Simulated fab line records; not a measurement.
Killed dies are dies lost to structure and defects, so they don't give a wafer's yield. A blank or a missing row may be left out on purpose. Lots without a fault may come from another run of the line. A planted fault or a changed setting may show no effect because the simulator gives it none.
Matching of chambers || flow nand harc || NHARC_A_ONON_D2_DEP_33 on pecvd-02 has 3 sister chambers
The step deposits SiO2, target thk 200 nm. 6 wafers are shown with their chamber, then 7 later ones without.

== WAFERS WITH THEIR CHAMBER ==
{"wafer": "L938.1", "chamber": 1, "heater power w (W)": 683, "throttle valve pct (%)": 16.5}
{"wafer": "L943.4", "chamber": 0, "heater power w (W)": 694, "throttle valve pct (%)": 16.2}
{"wafer": "L953.3", "chamber": 0, "heater power w (W)": 615, "throttle valve pct (%)": 15.9}
{"wafer": "L953.6", "chamber": 1, "heater power w (W)": 593, "throttle valve pct (%)": 16.3}
{"wafer": "L955.1", "chamber": 2, "heater power w (W)": 374, "throttle valve pct (%)": 15.7}
{"wafer": "L955.5", "chamber": 2, "heater power w (W)": 395, "throttle valve pct (%)": 15.8}

== WAFERS WITH NO CHAMBER GIVEN ==
{"wafer": "L955.6", "heater power w (W)": 704, "throttle valve pct (%)": 15.8}
{"wafer": "L957.3", "heater power w (W)": 592, "throttle valve pct (%)": 17.0}
{"wafer": "L957.4", "heater power w (W)": 711, "throttle valve pct (%)": 16.1}
{"wafer": "L957.5", "heater power w (W)": 492, "throttle valve pct (%)": 15.5}
{"wafer": "L959.3", "heater power w (W)": 551, "throttle valve pct (%)": 16.1}
{"wafer": "L959.4", "heater power w (W)": 399, "throttle valve pct (%)": 15.8}
{"wafer": "L959.5", "heater power w (W)": 559, "throttle valve pct (%)": 15.7}

== CHAMBER TAKEN BY EACH ==
{"wafer": "L955.6", "from the rows above": 0, "in truth": 0}
{"wafer": "L957.3", "from the rows above": 1, "in truth": 1}
{"wafer": "L957.4", "from the rows above": "can't be placed: 0 or 1", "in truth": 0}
{"wafer": "L957.5", "from the rows above": 2, "in truth": 2}
{"wafer": "L959.3", "from the rows above": "can't be placed: 0 or 1 or 2", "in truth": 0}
{"wafer": "L959.4", "from the rows above": 2, "in truth": 2}
{"wafer": "L959.5", "from the rows above": "can't be placed: 0 or 2 or 1", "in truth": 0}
Correct placement for 4 of the 7. Not placeable from these rows: 3 (in 3, the candidates include the true chamber). Placed wrongly: 0.
How it was worked out, from the rows above alone: a wafer's distance from a chamber is the root of the sum, over the readings, of the square of ((its reading less the chamber's mean) divided by the reading's scatter). If the next closest chamber is less than 2 further off than the closest, the wafer can't be placed; otherwise it belongs to the closest. A chamber's mean is the mean of its shown wafers. The scatter is the square root of a quotient: the sum, over the shown wafers, of each reading's squared deviation from its chamber's mean, divided by wafers minus chambers.
